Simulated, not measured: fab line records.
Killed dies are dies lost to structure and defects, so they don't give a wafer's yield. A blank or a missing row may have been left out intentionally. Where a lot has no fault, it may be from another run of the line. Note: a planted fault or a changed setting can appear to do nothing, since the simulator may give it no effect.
Struck lot and sound lot, side by side | flow n5-finfet | 15 out of 1938 route steps
Sound: wafers L344.2, L344.3, L344.6. Struck: wafers L332.4, L332.5, L332.6. The cause is named last.
Per side, at each step with rows, come the tool, then ch with its chambers, and then its first start. Under that, the readings that differ: sound wafers | struck wafers | difference of the means | sigmas: that difference in standard deviations of wafers without a fault.
alike: readings whose means differ by less than 2 such deviations, and words and numbers that are the same on both sides. not compared: withheld readings, readings that some wafer has no value for, bounds like >300 that may hide the same value, and numbers for which the record gives no deviation and whose values overlap.
A row with sigmas, a row that says differs or no value, or rows on one side alone: a step with any of these is where the two part. Numbers that don't overlap but have no deviation are shown without sigmas and don't part them. Lack of a reading on every wafer of one side parts them only where that side has two or more wafers.

first, 4 steps without rows for these wafers: N5_BEOL_M6_HM_STRIP_39 (strips TiN in peroxide tin strip, target depth 25 nm, time 158 s); N5_BEOL_M6_SRD_40 (time 30 s); N5_BEOL_M6_PRECLEAN_42 (cleans in residue remover, time 60 s); N5_BEOL_M6_SRD_43 (time 30 s).
N5_BEOL_M6_CD_MEAS_35: target cd 40 nm, target cd y 28 nm.
  sound: cd-sem-02 at day 12 17:19; struck: cd-sem-03 at day 9 18:59
  alike: cd-nm
N5_BEOL_M6_CURE_75: cures SiCOH lowk, time 120 s.
  sound on uv-cure-01 ch 0, day 12 17:24; struck on uv-cure-03 ch 1, day 9 19:11
  alike: lamp-power-pct, wafer_temp_C_max
N5_BEOL_M6_DEGAS_44: time 60 s.
  sound: pvd-sputter-01 at day 12 18:17; struck: pvd-sputter-01 at day 9 20:59
  alike: heater-power-w
N5_BEOL_M6_PRE_CLEAN_45: time 30 s.
  sound: pvd-sputter-01 at day 12 18:20; struck: pvd-sputter-01 at day 9 21:01
  alike: heater-power-w
N5_BEOL_M6_ALD_77: deposits TaN, target thk 2 nm, pulse time 2 s, purge time 3 s.
  sound on ald-metal-01 ch 1,2,3, day 12 18:23; struck on ald-metal-01 ch 0,1,2, day 9 21:07
  alike: heater-power-w, precursor-vessel-temp-c
then, 2 steps without rows for these wafers: N5_BEOL_M6_SURFACE_TREAT_79; N5_BEOL_M6_CVD_78 (deposits Co from CCTBA/H2, target thk 2 nm, time 142.3 s).
N5_BEOL_M6_SPUTTER_48: material Cu, target thk 10 nm, time 1.667 s.
  sound: pvd-sputter-02 at day 12 19:09; struck: pvd-sputter-02 at day 9 21:52
  alike: cathode-dc-power-W, throttle-valve-pct
N5_BEOL_M6_ECD_50: material Cu, target thk 300 nm.
  sound on ecd-cu-01 ch 0,1, day 12 19:23; struck on ecd-cu-01 ch 0,1, day 9 22:00
then, 1 step without rows for these wafers: N5_BEOL_M6_ANNEAL_51 (time 90 s).
N5_BEOL_M6_CMP_52: polishes, stops on SiCOH lowk, t overpolish 6.9 s, target thk 80 nm.
  sound on cmp-04 ch 0,2, day 12 20:15; struck on cmp-04 ch 0,1, day 9 23:01
  reading                | sound    | struck | difference | sigmas
  time-to-endpoint-s (s) | 67 70 67 | 3 1 2  | -66        | -17
  alike: motor-current-A

## WHERE THEY PART
Only at N5_BEOL_M6_CMP_52, within this record.

WHY: whatever the simulator had introduced
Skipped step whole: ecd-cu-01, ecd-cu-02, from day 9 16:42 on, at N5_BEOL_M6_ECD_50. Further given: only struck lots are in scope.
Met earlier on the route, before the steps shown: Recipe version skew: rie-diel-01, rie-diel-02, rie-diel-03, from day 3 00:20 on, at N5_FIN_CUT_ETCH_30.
